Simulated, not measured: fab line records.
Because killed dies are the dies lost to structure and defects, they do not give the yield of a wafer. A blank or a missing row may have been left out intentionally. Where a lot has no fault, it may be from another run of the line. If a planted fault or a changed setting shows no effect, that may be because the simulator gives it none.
A struck lot beside a sound one / flow nand-harc / 22 steps out of a route of 1159
Sound: wafers L629.2, L629.3, L629.4. Struck: wafers L638.2, L638.4, L638.5. The cause is named last.
Per side, at each step with rows, come the tool, then ch with its chambers, and then its first start. Under that, the readings that differ: sound wafers / struck wafers / difference of the means / sigmas: that difference in standard deviations of wafers without a fault.
alike: readings with means less than 2 such deviations apart, plus words and numbers identical on both sides. not compared: withheld readings, readings lacking a value on some wafer, bounds such as >300 that could conceal the same value, and numbers that have no deviation in the record and whose values overlap.
Wherever a step has rows on one side only, a row that says differs or no value, or a row with sigmas, the two part there. When numbers do not overlap yet have no deviation, they are printed without sigmas and do not part them. A reading that every wafer of one side lacks parts them only if that side has two wafers or more.

first, 5 steps without rows for these wafers: NHARC_P_GATE_STRIP_15 (strips in SPM, time 780 s); NHARC_P_GATE_PRECLEAN_71 (cleans in SC1); NHARC_P_GATE_SRD_72; NHARC_P_GATE_OXIDE_16 (material SiO2, target thk 3 nm, ox time 392 s); NHARC_P_GATE_CVD_17 (deposits poly-Si, target thk 150 nm, time 900 s).
NHARC_P_GATE_HM_DEP_102: deposits aC, target thk 120 nm.
  sound on acl-dep-02 ch 0, day 6 10:42; struck on acl-dep-02 ch 0, day 8 16:58
  alike: throttle-valve-pct
NHARC_P_GATE_DEP_103: deposits SiON, target thk 30 nm.
  sound on pecvd-02 ch 0,1,2, day 6 11:14; struck on pecvd-02 ch 0,1, day 8 17:32
  alike: heater-power-outer-w, heater-power-w
  not compared: since-wet-clean-h
then, 5 steps without rows for these wafers: NHARC_P_GATE_DEHYDRATE_18 (time 120 s); NHARC_P_GATE_HMDS_19 (time 30 s); NHARC_P_GATE_COAT_20 (resist thk 90 nm); NHARC_P_GATE_SOFTBAKE_21 (time 55 s); NHARC_P_GATE_EBR_22.
NHARC_P_GATE_EXPOSE_23: exposes mask P GATE, target cd 120 nm.
  sound on arfi-scanner-01 ch 0, day 6 11:47; struck on arfi-scanner-01 ch 0, day 8 17:56
reading=exposure-dose-mJ-cm2; sound=94.00 93.83 93.86; struck=100.98 101.00 100.98; difference=+7.09; sigmas=+76
  alike: mask
then, 2 steps without rows for these wafers: NHARC_P_GATE_PEB_24 (peb time 65 s); NHARC_P_GATE_DEVELOP_25 (develop time 35 s).
NHARC_P_GATE_CD_MEAS_26 targets a cd of 120 nm.
  sound on cd-sem-02 ch 0, day 6 11:55; struck on cd-sem-01 ch 0, day 8 18:04
reading=cd-nm (nm); sound=120.3 119.9 120.6; struck=114.1 114.3 115.4; difference=-5.7; sigmas=-9
NHARC_P_GATE_OVL_MEAS_27:
  sound on overlay-01 at day 6 12:01; struck on overlay-01 at day 8 18:09
  alike: overlay-x-nm, overlay-y-nm
NHARC_P_GATE_INSPECT_28:
  sound on defect-inspect-02 at day 6 12:03; struck on defect-inspect-01 at day 8 18:11
  alike: raw-defect-count
NHARC_P_GATE_DESCUM_31: chemistry O2, time 3 s.
  sound on rie-diel-05 ch 0,1,2, day 6 12:07; struck on rie-diel-08 ch 1,3, day 8 18:15
reading=drypump-motor-current-A (A); sound=5.9 6.1 5.8; struck=5.0 5.3 5.0; difference=-0.8; sigmas=-2
reading=model.P_GATE.cd-nm (nm); sound=120.4 120.6 120.5; struck=113.8 114.4 114.7; difference=-6.2; sigmas=
  alike: oes-product-au, rf-vpp-V, showerhead-plenum-p-Torr, throttle-valve-pct
  not compared: rf-hours-counter-h
NHARC_P_GATE_ETCH_104: etches the open film in CF4/CHF3, target depth 60 nm.
  sound on rie-diel-05 ch 1,2,3, day 6 12:23; struck on rie-diel-08 ch 1,2,3, day 8 18:20
reading=model.P_GATE.cd-nm (nm); sound=120.5 121.1 121; struck=113.8 114.7 115.3; difference=-6.3; sigmas=
  alike: drypump-motor-current-A, oes-product-au, rf-vpp-V, showerhead-plenum-p-Torr, throttle-valve-pct
NHARC_P_GATE_HM_OPEN_105: chemistry O2/COS, target depth 360 nm.
  sound: rie-diel-05 ch 0,1,2; struck: rie-diel-08 ch 0,2,3
  alike: cos-flow-sccm, drypump-motor-current-A, oes-product-au, rf-vpp-V, showerhead-plenum-p-Torr, throttle-valve-pct
  not compared: rf-hours-counter-h
-- record jumps: 16 days between struck wafers' starts before vs after; left off in module P_GATE, resumes in module END, first step shown is number 1159 of the route --
NHARC_END_SORT_01:
  sound on prober-01 ch 0, day 21 02:32; struck on prober-01 ch 0, day 24 10:33
  alike: killed-at-array, killed-at-other, killed-at-periphery, killed-dies, killed-open, killed-short

WHERE THEY PART
Last at NHARC_P_GATE_DESCUM_31 as far as this record goes, first at NHARC_P_GATE_EXPOSE_23. Later steps at which nothing parts them and some readings are alike: NHARC_P_GATE_ETCH_104, NHARC_P_GATE_HM_OPEN_105, NHARC_END_SORT_01.

WHY: what the simulator had put in
Process parameters drifting: arfi-scanner-01 at NHARC_P_GATE_EXPOSE_23, beginning at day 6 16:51. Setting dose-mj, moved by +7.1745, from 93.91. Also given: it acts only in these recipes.
